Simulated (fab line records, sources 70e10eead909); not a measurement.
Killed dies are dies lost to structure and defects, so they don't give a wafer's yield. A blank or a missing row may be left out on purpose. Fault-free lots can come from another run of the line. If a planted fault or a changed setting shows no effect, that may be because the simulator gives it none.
Matching of chambers || flow nand harc || 3 sister chambers for NHARC_P_M1_DEP_33 on pecvd-01
The step deposits SiCN, target thk 30 nm. 3 wafers are shown with their chamber, then 9 later ones without.

## WAFERS, EACH WITH ITS CHAMBER
{"wafer": "L084.6", "chamber": 1, "heater power w (W)": 582}
{"wafer": "L088.1", "chamber": 2, "heater power w (W)": 510}
{"wafer": "L088.4", "chamber": 0, "heater power w (W)": 483}

## WAFERS WITHOUT THEIR CHAMBER
{"wafer": "L089.3", "heater power w (W)": 554}
{"wafer": "L089.5", "heater power w (W)": 572}
{"wafer": "L089.6", "heater power w (W)": 534}
{"wafer": "L092.1", "heater power w (W)": 608}
{"wafer": "L092.3", "heater power w (W)": 591}
{"wafer": "L092.4", "heater power w (W)": 529}
{"wafer": "L094.1", "heater power w (W)": 525}
{"wafer": "L094.3", "heater power w (W)": 570}
{"wafer": "L094.6", "heater power w (W)": 498}

## WHICH CHAMBER EACH ONE RAN IN
{"wafer": "L089.3", "from the rows above": "can't be placed: 1 or 2", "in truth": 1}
{"wafer": "L089.5", "from the rows above": 1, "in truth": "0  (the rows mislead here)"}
{"wafer": "L089.6", "from the rows above": "can't be placed: 2 or 1 or 0", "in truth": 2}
{"wafer": "L092.1", "from the rows above": 1, "in truth": 1}
{"wafer": "L092.3", "from the rows above": 1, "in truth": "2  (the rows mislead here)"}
{"wafer": "L092.4", "from the rows above": "can't be placed: 2 or 0 or 1", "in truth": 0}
{"wafer": "L094.1", "from the rows above": "can't be placed: 2 or 0", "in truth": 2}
{"wafer": "L094.3", "from the rows above": 1, "in truth": 1}
{"wafer": "L094.6", "from the rows above": "can't be placed: 2 or 0", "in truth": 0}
Placed correctly: 2 of 9. Not placeable from these rows: 5 (in 5, the candidates include the true chamber). Placed wrongly: 2.
How it was worked out, from the rows above alone: a wafer's distance from a chamber is the root of the sum, over the readings, of the square of ((its reading less the chamber's mean) divided by the reading's scatter). If the next closest chamber is less than 2 further off than the closest, the wafer can't be placed; otherwise it belongs to the closest. The mean given for a chamber averages the wafers shown for that chamber. The scatter: root of mean squared gap, hidden wafer to nearest shown wafer, with one shown wafer a chamber.
